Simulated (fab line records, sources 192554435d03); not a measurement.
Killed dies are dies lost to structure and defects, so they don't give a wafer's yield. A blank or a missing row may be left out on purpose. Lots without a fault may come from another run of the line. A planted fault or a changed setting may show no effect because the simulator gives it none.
Split-lot experiment | flow n5_finfet | 7 lots, 21 wafers read, on a route of 1938 steps

THE SPLIT
At N5_FIN_CUT_COAT_29 (time 60 s, resist thk 10 nm), the setting spin_rpm was moved away from the recipe's 1500 rpm on 7 of the 21 wafers read, by -9.0% to +3.5%. The other wafers ran this setting at the recipe's value.

FROM THE SPLIT TO THE READING: what the file shows between them, 8 steps
- N5_FIN_CUT_COAT_02: resist thk 30 nm (also split here: spin_rpm)
- N5_FIN_CUT_EBR_04
- N5_FIN_CUT_SOFTBAKE_03: time 60 s
- N5_FIN_CUT_EXPOSE_05: exposes mask FIN CUT
- N5_FIN_CUT_PEB_06: peb time 60 s
- N5_FIN_CUT_DEVELOP_07: develop time 30 s
- N5_FIN_CUT_DESCUM_13: chemistry O2, time 7 s
- N5_FIN_CUT_ETCH_30: etches underlayer in N2/H2, target depth 13 nm, time 10.4 s

THE READING
underlayer_of_FIN_CUT_COAT_29.thk_nm (the simulator's own value, which no gauge read), in nm, at N5_FIN_CUT_ETCH_20 (etches SiARC in CF4, target depth 26 nm, time 43.3 s). The file gives no usual value for it. The 14 wafers here that ran the recipe average 9.3 nm, standard deviation 0.1 nm.

wafer  | tool, chamber at the split | spin_rpm as run, rpm | against the recipe | underlayer_of_FIN_CUT_COAT_29.thk_nm, nm | against lot-mates on the recipe
L074.1 | litho_track-02, 0          | 1500                 | recipe             | 9.2                                      | -
L074.3 | litho_track-02, 0          | 1441                 | -3.9%              | 9.4                                      | +0.2
L074.6 | litho_track-02, 0          | 1441                 | -3.9%              | 9.4                                      | +0.2
L080.2 | litho_track-02, 0          | 1500                 | recipe             | 9.2                                      | -
L080.3 | litho_track-02, 0          | 1500                 | recipe             | 9.2                                      | -
L080.5 | litho_track-02, 0          | 1500                 | recipe             | 9.2                                      | -
L089.2 | litho_track-01, 0          | 1500                 | recipe             | 9.4                                      | -
L089.4 | litho_track-01, 0          | 1500                 | recipe             | 9.2                                      | -
L089.6 | litho_track-01, 0          | 1553                 | +3.5%              | 9.2                                      | -0.1
L091.3 | litho_track-01, 0          | 1365                 | -9.0%              | 9.8                                      | +0.6
L091.4 | litho_track-01, 0          | 1500                 | recipe             | 9.2                                      | -
L091.5 | litho_track-01, 0          | 1500                 | recipe             | 9.2                                      | -
L092.3 | litho_track-01, 0          | 1500                 | recipe             | 9.4                                      | -
L092.4 | litho_track-01, 0          | 1406                 | -6.3%              | 9.6                                      | +0.2
L092.6 | litho_track-01, 0          | 1406                 | -6.3%              | 9.6                                      | +0.2
L093.1 | litho_track-03, 0          | 1500                 | recipe             | 9.4                                      | -
L093.4 | litho_track-03, 0          | 1500                 | recipe             | 9.4                                      | -
L093.5 | litho_track-03, 0          | 1500                 | recipe             | 9.4                                      | -
L097.1 | litho_track-02, 0          | 1500                 | recipe             | 9.4                                      | -
L097.4 | litho_track-02, 0          | 1500                 | recipe             | 9.4                                      | -
L097.5 | litho_track-02, 0          | 1411                 | -5.9%              | 9.6                                      | +0.2

THE FIT
A straight line over all 21 wafers: underlayer_of_FIN_CUT_COAT_29.thk_nm changes by -0.0469 nm for each +1% of spin_rpm; r = -0.85; the points scatter about the line by 0.093 nm.
The same after taking each lot's own level away (the mean of its wafers on the recipe; 21 wafers): -0.046 nm for each +1%; r = -0.91; scatter 0.065 nm.
On that fit, the largest move of spin_rpm shifts the reading by 0.41 nm.
The lots' own levels span 9.20 to 9.40 nm, that is 2.0 times the standard deviation above.
So the lot-to-lot level changes the slope little: the two slopes agree.
Check: with one of the wafers moved furthest among these (-9.0%) left out of the fit, the line predicts +0.32 nm for it against its lot-mates. It came out at +0.6 nm against them.

OTHER SPLITS ON THESE WAFERS
These wafers also went through other splits before the reading. Each is held against what the fit with the lots' levels taken away leaves over:
other split on the same wafers                    | wafers away from the commonest value | r with underlayer_of_FIN_CUT_COAT_29.thk_nm (lot level and that fit taken away)
N5_ZERO_LAYER_COAT_05 spin_rpm                    | 5                                    | -0.23
N5_ZERO_LAYER_EXPOSE_08 dose_mj                   | 7                                    | -0.05
N5_PMOS_HMC_CHANNEL_EPI_PEB_07 peb_temp_c         | 5                                    | +0.23
N5_PMOS_HMC_CHANNEL_EPI_DEVELOP_08 develop_time_s | 10                                   | +0.09
N5_FIN_SAQP_SPACER1_ALD_24 temp_c                 | 6                                    | -0.36
N5_FIN_SAQP_ETCH_65 time_s                        | 7                                    | -0.17
N5_FIN_CUT_COAT_02 spin_rpm                       | 10                                   | +0.14

THE WHOLE CHAIN: every reading that the file lists as answering this split, in the file's order
step               | what it does                                                | reading                                                                               | change (the file's fit)                                                                 | r (the file's)
N5_FIN_CUT_COAT_29 | time 60 s, resist thk 10 nm                                 | underlayer_of_FIN_CUT_COAT_29.thk_nm (the simulator's own value, which no gauge read) | -0.0544 nm for each +1% of the setting                                                  | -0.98
N5_FIN_CUT_ETCH_30 | etches underlayer in N2/H2, target depth 13 nm, time 10.4 s | etch.depth_nm (the simulator's own value, which no gauge read)                        | -0.055 nm for each +1% of the setting                                                   | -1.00
N5_FIN_CUT_ETCH_20 | etches SiARC in CF4, target depth 26 nm, time 43.3 s        | underlayer_of_FIN_CUT_COAT_29.thk_nm (the simulator's own value, which no gauge read) | -0.049 nm for each +1% of the setting                                                   | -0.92
N5_FIN_CUT_ETCH_30 | etches underlayer in N2/H2, target depth 13 nm, time 10.4 s | CAR-EUV_of_FIN_CUT_COAT_02.thk_nm (the simulator's own value, which no gauge read)    | +0.0667 nm for each +1% of the setting, in a fit together with spin_rpm@FIN_CUT_COAT_02 | 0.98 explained

THE FILE'S OWN FIT
underlayer_of_FIN_CUT_COAT_29.thk_nm changes by -0.049 nm for each +1% of spin_rpm, r = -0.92.
